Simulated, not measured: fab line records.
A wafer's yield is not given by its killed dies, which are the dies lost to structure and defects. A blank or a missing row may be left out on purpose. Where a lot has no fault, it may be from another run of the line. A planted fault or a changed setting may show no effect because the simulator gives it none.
The tool behind it: which one? :: flow nand_harc :: 33 wafers from 11 lots sampled at 6 of the route's 1302 steps

## WHAT THE GAUGES SHOWED, per wafer
NHARC_A_SGD_CUT_CD_MEAS_09: the cd target is 100 nm.
lot: L142
measured: day 19 07:15
on: cd_sem-02
cd_nm (nm): 100.3 100.6 100.2

lot: L144
measured: day 20 18:02
on: cd_sem-03
cd_nm (nm): 99.0 99.4 100.1

lot: L146
measured: day 20 18:13
on: cd_sem-03
cd_nm (nm): 100.1 99.4 100.0

lot: L149
measured: day 21 08:32
on: cd_sem-01
cd_nm (nm): 99.8 99.7 99.7

lot: L151
measured: day 22 23:52
on: cd_sem-03
cd_nm (nm): 100.6 100.3 100.0

lot: L158
measured: day 25 18:05
on: cd_sem-03
cd_nm (nm): 106.0 106.3 106.3

lot: L161
measured: day 26 06:26
on: cd_sem-01
cd_nm (nm): 105.2 105.9 105.4

lot: L160
measured: day 26 06:45
on: cd_sem-02
cd_nm (nm): 103.0 104.3 104.1

lot: L163
measured: day 27 15:44
on: cd_sem-02
cd_nm (nm): 100.9 99.8 100.8

lot: L164
measured: day 28 05:41
on: cd_sem-03
cd_nm (nm): 100.8 99.5 100.2

lot: L165
measured: day 28 18:38
on: cd_sem-03
cd_nm (nm): 100.1 100.7 100.0

NHARC_END_SORT_01.
lot: L142
measured: day 24 11:37
on: prober-02
killed_at_array: 81 67 62
killed_at_other: 0 1 1
killed_at_periphery: 2 2 7
killed_dies: 83 70 70
killed_open: 3 3 3
killed_short: 3 4 1

lot: L144
measured: day 26 03:31
on: prober-02
killed_at_array: 76 80 74
killed_at_other: 1 1 0
killed_at_periphery: 2 4 1
killed_dies: 79 85 75
killed_open: 7 2 5
killed_short: 3 5 3

lot: L146
measured: day 25 20:31
on: prober-02
killed_at_array: 30 28 19
killed_at_other: 2 1 4
killed_at_periphery: 6 5 2
killed_dies: 38 34 25
killed_open: 4 4 1
killed_short: 0 3 0

lot: L149
measured: day 26 15:56
on: prober-02
killed_at_array: 79 77 65
killed_at_other: 0 0 0
killed_at_periphery: 3 6 7
killed_dies: 82 83 72
killed_open: 3 2 4
killed_short: 2 2 3

lot: L151
measured: day 28 05:58
on: prober-01
killed_at_array: 54 57 66
killed_at_other: 2 0 0
killed_at_periphery: 2 6 3
killed_dies: 58 63 69
killed_open: 3 3 2
killed_short: 2 3 2

lot: L158
measured: day 30 19:56
on: prober-01
killed_at_array: 67 64 59
killed_at_other: 2 1 0
killed_at_periphery: 0 2 2
killed_dies: 69 67 61
killed_open: 3 3 3
killed_short: 1 2 0

lot: L161
measured: day 31 12:47
on: prober-01
killed_at_array: 36 40 29
killed_at_other: 0 0 0
killed_at_periphery: 6 3 3
killed_dies: 42 43 32
killed_open: 5 3 5
killed_short: 3 3 3

lot: L160
measured: day 31 17:59
on: prober-02
killed_at_array: 92 88 83
killed_at_other: 0 2 0
killed_at_periphery: 8 4 8
killed_dies: 100 94 91
killed_open: 4 3 1
killed_short: 2 2 2

lot: L163
measured: day 32 20:59
on: prober-02
killed_at_array: 45 45 39
killed_at_other: 1 1 0
killed_at_periphery: 7 5 3
killed_dies: 53 51 42
killed_open: 6 9 4
killed_short: 4 6 2

lot: L164
measured: day 33 09:37
on: prober-01
killed_at_array: 62 70 46
killed_at_other: 0 0 0
killed_at_periphery: 16 5 10
killed_dies: 78 75 56
killed_open: 7 1 0
killed_short: 0 2 2

lot: L165
measured: day 34 04:44
on: prober-02
killed_at_array: 38 41 49
killed_at_other: 0 0 0
killed_at_periphery: 7 10 6
killed_dies: 45 51 55
killed_open: 1 4 4
killed_short: 1 2 1

## EACH LOT AND THE TOOL THAT RAN IT (in order: tool; ch and the chambers of the sampled wafers; start)
lot: L142
NHARC_A_STAIRCASE_CMP_450: cmp-01 ch 0,3, day 19 04:41
NHARC_A_STAIRCASE_STRIP_475: rie_diel-10 ch 0,2, day 19 07:07 or earlier
NHARC_A_SGD_CUT_EXPOSE_06: arfi_scanner-02 ch 0, day 19 07:07
NHARC_A_SGD_CUT_ETCH_58: rie_diel-01 ch 2,3, day 19 07:31

lot: L144
NHARC_A_STAIRCASE_CMP_450: cmp-04 ch 0,1,2, day 20 14:35
NHARC_A_STAIRCASE_STRIP_475: rie_diel-10 ch 0,3, day 20 17:53 or earlier
NHARC_A_SGD_CUT_EXPOSE_06: arfi_scanner-01 ch 0, day 20 17:53
NHARC_A_SGD_CUT_ETCH_58: rie_diel-01 ch 0,2, day 20 18:18

lot: L146
NHARC_A_STAIRCASE_CMP_450: cmp-03 ch 1,2,3, day 20 14:46
NHARC_A_STAIRCASE_STRIP_475: rie_diel-10 ch 0,1,2, day 20 18:05 or earlier
NHARC_A_SGD_CUT_EXPOSE_06: arfi_scanner-02 ch 0, day 20 18:05
NHARC_A_SGD_CUT_ETCH_58: rie_diel-11 ch 0,2,3, day 20 18:31

lot: L149
NHARC_A_STAIRCASE_CMP_450: cmp-03 ch 0,1,2, day 21 05:58
NHARC_A_STAIRCASE_STRIP_475: rie_diel-12 ch 0,2,3, day 21 08:24 or earlier
NHARC_A_SGD_CUT_EXPOSE_06: arfi_scanner-02 ch 0, day 21 08:24
NHARC_A_SGD_CUT_ETCH_58: rie_diel-11 ch 1,3, day 21 08:49

lot: L151
NHARC_A_STAIRCASE_CMP_450: cmp-01 ch 1,2,3, day 22 21:12
NHARC_A_STAIRCASE_STRIP_475: rie_diel-06 ch 1,2,3, day 22 23:44 or earlier
NHARC_A_SGD_CUT_EXPOSE_06: arfi_scanner-01 ch 0, day 22 23:44
NHARC_A_SGD_CUT_ETCH_58: rie_diel-11 ch 0,1,2, day 23 00:09

lot: L158
NHARC_A_STAIRCASE_CMP_450: cmp-03 ch 0,2,3, day 25 15:29
NHARC_A_STAIRCASE_STRIP_475: rie_diel-10 ch 1,2,3, day 25 17:56 or earlier
NHARC_A_SGD_CUT_EXPOSE_06: arfi_scanner-02 ch 0, day 25 17:56
NHARC_A_SGD_CUT_ETCH_58: rie_diel-01 ch 0,1, day 25 18:21

lot: L161
NHARC_A_STAIRCASE_CMP_450: cmp-03 ch 0,1, day 26 03:56
NHARC_A_STAIRCASE_STRIP_475: rie_diel-12 ch 0,2,3, day 26 06:17 or earlier
NHARC_A_SGD_CUT_EXPOSE_06: arfi_scanner-02 ch 0, day 26 06:17
NHARC_A_SGD_CUT_ETCH_58: rie_diel-11 ch 1,2,3, day 26 06:43

lot: L160
NHARC_A_STAIRCASE_CMP_450: cmp-03 ch 1,2, day 26 04:13
NHARC_A_STAIRCASE_STRIP_475: rie_diel-06 ch 1,2, day 26 05:22
NHARC_A_SGD_CUT_EXPOSE_06: arfi_scanner-02 ch 0, day 26 06:37
NHARC_A_SGD_CUT_ETCH_58: rie_diel-01 ch 1,2,3, day 26 07:02

lot: L163
NHARC_A_STAIRCASE_CMP_450: cmp-04 ch 1,2,3, day 27 12:53
NHARC_A_STAIRCASE_STRIP_475: rie_diel-06 ch 0,1,3, day 27 14:04
NHARC_A_SGD_CUT_EXPOSE_06: arfi_scanner-01 ch 0, day 27 15:35
NHARC_A_SGD_CUT_ETCH_58: rie_diel-11 ch 0,1,2, day 27 16:17

lot: L164
NHARC_A_STAIRCASE_CMP_450: cmp-04 ch 0,2,3, day 28 03:08
NHARC_A_STAIRCASE_STRIP_475: rie_diel-10 ch 0,1,3, day 28 05:34 or earlier
NHARC_A_SGD_CUT_EXPOSE_06: arfi_scanner-03 ch 0, day 28 05:34
NHARC_A_SGD_CUT_ETCH_58: rie_diel-11 ch 0,1, day 28 05:58

lot: L165
NHARC_A_STAIRCASE_CMP_450: cmp-03 ch 1,2,3, day 28 16:01
NHARC_A_STAIRCASE_STRIP_475: rie_diel-12 ch 0,1, day 28 18:29 or earlier
NHARC_A_SGD_CUT_EXPOSE_06: arfi_scanner-01 ch 0, day 28 18:29
NHARC_A_SGD_CUT_ETCH_58: rie_diel-01 ch 0,2,3, day 28 18:54
- NHARC_A_STAIRCASE_CMP_450: polishes SiO2, target thk 200 nm.
- NHARC_A_STAIRCASE_STRIP_475: strips in O2, time 20 s.
- NHARC_A_SGD_CUT_EXPOSE_06: exposes mask SGD.
- NHARC_A_SGD_CUT_ETCH_58: etches the open film in CF4, target depth 39 nm, time 65 s.

## WHAT THE TOOLS THEMSELVES READ (means of the sampled wafers that have a number; where no wafer has one, the mark that the record gives instead)
NHARC_A_STAIRCASE_CMP_450.
lot: L142
tool: cmp-01
motor_current_A (A): 14.7

lot: L144
tool: cmp-04
motor_current_A (A): 12.5

lot: L146
tool: cmp-03
motor_current_A (A): 12.2

lot: L149
tool: cmp-03
motor_current_A (A): 11.6

lot: L151
tool: cmp-01
motor_current_A (A): 12.6

lot: L158
tool: cmp-03
motor_current_A (A): 12.0

lot: L161
tool: cmp-03
motor_current_A (A): 11.6

lot: L160
tool: cmp-03
motor_current_A (A): 11.6

lot: L163
tool: cmp-04
motor_current_A (A): 11.7

lot: L164
tool: cmp-04
motor_current_A (A): 12.0

lot: L165
tool: cmp-03
motor_current_A (A): 12.3

NHARC_A_STAIRCASE_STRIP_475.
lot: L142
tool: rie_diel-10
drypump_motor_current_A (A): 5.7
o2_flow_sccm (sccm): 500.9
oes_product_au (a.u.): 1.007
rf_vpp_V (V): 57.3
showerhead_plenum_p_Torr (Torr): 3.42
throttle_valve_pct (%): 17.027

lot: L144
tool: rie_diel-10
drypump_motor_current_A (A): 5.5
o2_flow_sccm (sccm): 501.5
oes_product_au (a.u.): 1.010
rf_vpp_V (V): 57.3
showerhead_plenum_p_Torr (Torr): 3.39
throttle_valve_pct (%): 17.032

lot: L146
tool: rie_diel-10
drypump_motor_current_A (A): 6.0
o2_flow_sccm (sccm): 500.3
oes_product_au (a.u.): 0.994
rf_vpp_V (V): 58.3
showerhead_plenum_p_Torr (Torr): 3.48
throttle_valve_pct (%): 17.041

lot: L149
tool: rie_diel-12
drypump_motor_current_A (A): 6.0
o2_flow_sccm (sccm): 500.3
oes_product_au (a.u.): 0.997
rf_vpp_V (V): 57.6
showerhead_plenum_p_Torr (Torr): 3.50
throttle_valve_pct (%): 17.042

lot: L151
tool: rie_diel-06
drypump_motor_current_A (A): 5.3
o2_flow_sccm (sccm): 500.9
oes_product_au (a.u.): 1.005
rf_vpp_V (V): 58.1
showerhead_plenum_p_Torr (Torr): 3.44
throttle_valve_pct (%): 17.034

lot: L158
tool: rie_diel-10
drypump_motor_current_A (A): 5.8
o2_flow_sccm (sccm): 501.1
oes_product_au (a.u.): 0.995
rf_vpp_V (V): 58.8
showerhead_plenum_p_Torr (Torr): 3.55
throttle_valve_pct (%): 17.038

lot: L161
tool: rie_diel-12
drypump_motor_current_A (A): 6.0
o2_flow_sccm (sccm): 499.0
oes_product_au (a.u.): 0.995
rf_vpp_V (V): 57.8
showerhead_plenum_p_Torr (Torr): 3.48
throttle_valve_pct (%): 17.031

lot: L160
tool: rie_diel-06
drypump_motor_current_A (A): 5.5
o2_flow_sccm (sccm): 497.3
oes_product_au (a.u.): 1.003
rf_vpp_V (V): 57.0
showerhead_plenum_p_Torr (Torr): 3.39
throttle_valve_pct (%): 17.038

lot: L163
tool: rie_diel-06
drypump_motor_current_A (A): 5.9
o2_flow_sccm (sccm): 500.5
oes_product_au (a.u.): 1.010
rf_vpp_V (V): 57.6
showerhead_plenum_p_Torr (Torr): 3.43
throttle_valve_pct (%): 17.035

lot: L164
tool: rie_diel-10
drypump_motor_current_A (A): 5.7
o2_flow_sccm (sccm): 499.7
oes_product_au (a.u.): 1.007
rf_vpp_V (V): 57.9
showerhead_plenum_p_Torr (Torr): 3.60
throttle_valve_pct (%): 17.039

lot: L165
tool: rie_diel-12
drypump_motor_current_A (A): 6.0
o2_flow_sccm (sccm): 499.7
oes_product_au (a.u.): 0.990
rf_vpp_V (V): 57.7
showerhead_plenum_p_Torr (Torr): 3.44
throttle_valve_pct (%): 17.038

NHARC_A_SGD_CUT_EXPOSE_06.
lot: L142
tool: arfi_scanner-02
exposure_dose_mJ_cm2: 85.69
focus_offset_nm (nm): -0.1

lot: L144
tool: arfi_scanner-01
exposure_dose_mJ_cm2: 85.65
focus_offset_nm (nm): 0.4

lot: L146
tool: arfi_scanner-02
exposure_dose_mJ_cm2: 85.51
focus_offset_nm (nm): 0.0

lot: L149
tool: arfi_scanner-02
exposure_dose_mJ_cm2: 85.62
focus_offset_nm (nm): 0.4

lot: L151
tool: arfi_scanner-01
exposure_dose_mJ_cm2: 85.59
focus_offset_nm (nm): 0.3

lot: L158
tool: arfi_scanner-02
exposure_dose_mJ_cm2: 93.66
focus_offset_nm (nm): -0.2

lot: L161
tool: arfi_scanner-02
exposure_dose_mJ_cm2: 92.05
focus_offset_nm (nm): 0.3

lot: L160
tool: arfi_scanner-02
exposure_dose_mJ_cm2: 90.77
focus_offset_nm (nm): 0.3

lot: L163
tool: arfi_scanner-01
exposure_dose_mJ_cm2: 85.56
focus_offset_nm (nm): 0.2

lot: L164
tool: arfi_scanner-03
exposure_dose_mJ_cm2: 85.64
focus_offset_nm (nm): -0.2

lot: L165
tool: arfi_scanner-01
exposure_dose_mJ_cm2: 85.57
focus_offset_nm (nm): -1.1

NHARC_A_SGD_CUT_ETCH_58.
lot: L142
tool: rie_diel-01
drypump_motor_current_A (A): 5.3
oes_product_au (a.u.): 0.996
rf_vpp_V (V): 150.2
showerhead_plenum_p_Torr (Torr): 1.68
throttle_valve_pct (%): 13.286

lot: L144
tool: rie_diel-01
drypump_motor_current_A (A): 5.2
oes_product_au (a.u.): 1.005
rf_vpp_V (V): 149.7
showerhead_plenum_p_Torr (Torr): 1.65
throttle_valve_pct (%): 13.283

lot: L146
tool: rie_diel-11
drypump_motor_current_A (A): 5.6
oes_product_au (a.u.): 0.996
rf_vpp_V (V): 151.6
showerhead_plenum_p_Torr (Torr): 1.75
throttle_valve_pct (%): 13.273

lot: L149
tool: rie_diel-11
drypump_motor_current_A (A): 5.5
oes_product_au (a.u.): 0.984
rf_vpp_V (V): 150.6
showerhead_plenum_p_Torr (Torr): 1.74
throttle_valve_pct (%): 13.286

lot: L151
tool: rie_diel-11
drypump_motor_current_A (A): 5.9
oes_product_au (a.u.): 1.000
rf_vpp_V (V): 150.6
showerhead_plenum_p_Torr (Torr): 1.79
throttle_valve_pct (%): 13.292

lot: L158
tool: rie_diel-01
drypump_motor_current_A (A): 5.6
oes_product_au (a.u.): 1.008
rf_vpp_V (V): 150.1
showerhead_plenum_p_Torr (Torr): 1.72
throttle_valve_pct (%): 13.285

lot: L161
tool: rie_diel-11
drypump_motor_current_A (A): 5.7
oes_product_au (a.u.): 0.999
rf_vpp_V (V): 151.1
showerhead_plenum_p_Torr (Torr): 1.79
throttle_valve_pct (%): 13.281

lot: L160
tool: rie_diel-01
drypump_motor_current_A (A): 5.7
oes_product_au (a.u.): 0.997
rf_vpp_V (V): 150.5
showerhead_plenum_p_Torr (Torr): 1.74
throttle_valve_pct (%): 13.289

lot: L163
tool: rie_diel-11
drypump_motor_current_A (A): 5.9
oes_product_au (a.u.): 1.002
rf_vpp_V (V): 151.5
showerhead_plenum_p_Torr (Torr): 1.79
throttle_valve_pct (%): 13.293

lot: L164
tool: rie_diel-11
drypump_motor_current_A (A): 6.0
oes_product_au (a.u.): 0.988
rf_vpp_V (V): 151.3
showerhead_plenum_p_Torr (Torr): 1.73
throttle_valve_pct (%): 13.286

lot: L165
tool: rie_diel-01
drypump_motor_current_A (A): 5.2
oes_product_au (a.u.): 0.999
rf_vpp_V (V): 149.3
showerhead_plenum_p_Torr (Torr): 1.67
throttle_valve_pct (%): 13.288

## THE ANSWER, worked out from the rows above alone
Rule: what is usual is taken from the lots themselves. The widest of any qualifying gaps counts: lots, ordered by their means at a reading, are off when they make up no more than a third of the lots, leave a main group of 4 or more, and stand apart from it by 3 or more times the standard deviation of that group's means. If all means in a main group match to the digits the tables above print for the reading, that group is not used. Also off: a lot with no number at a reading for which 4 or more lots have one. Any other lot the step has rows for is counted as sound. Order of review: gauges by route order, followed by the tools' own readings, for which a lot's mean as printed above is used. At the first step where some lot is off, the reading lying furthest off is the one used; lots without a number count as furthest.
Off: L158, L161, L160 (NHARC_A_SGD_CUT_CD_MEAS_09, cd_nm). The main group: mean 100.1 nm, standard deviation 0.33.
A tool fits if, at a process step before that reading, it ran every lot that is off, and no sound lot after the first of them. Not tried: the gauges at NHARC_A_SGD_CUT_CD_MEAS_09; whatever is off there is also off at NHARC_A_SGD_CUT_EXPOSE_06, on other tools, and gauge error can't account for it. NHARC_A_STAIRCASE_STRIP_475 gives no start for some lots, so the hours and the order of its lots are those of NHARC_A_SGD_CUT_EXPOSE_06. One fits: arfi_scanner-02 at NHARC_A_SGD_CUT_EXPOSE_06. Its last sound lot is L149 (day 21 08:24), its first lot that is off L158 (day 25 17:56): a fault that began between those two fits.
The tool's own readings at NHARC_A_SGD_CUT_EXPOSE_06 bear it out: on the lots that are off they differ by more than 5 times the standard deviation of the sound lots' means. exposure_dose_mJ_cm2 reads 92.16 there against 85.60 on the sound lots.

## WHAT THE SIMULATOR PUT IN
Process parameter drift: arfi_scanner-02, from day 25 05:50 on, at NHARC_A_SGD_CUT_EXPOSE_06. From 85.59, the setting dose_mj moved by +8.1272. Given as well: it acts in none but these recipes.
Lots struck among those shown: L158, L161, L160. The rule above reached the same finding.
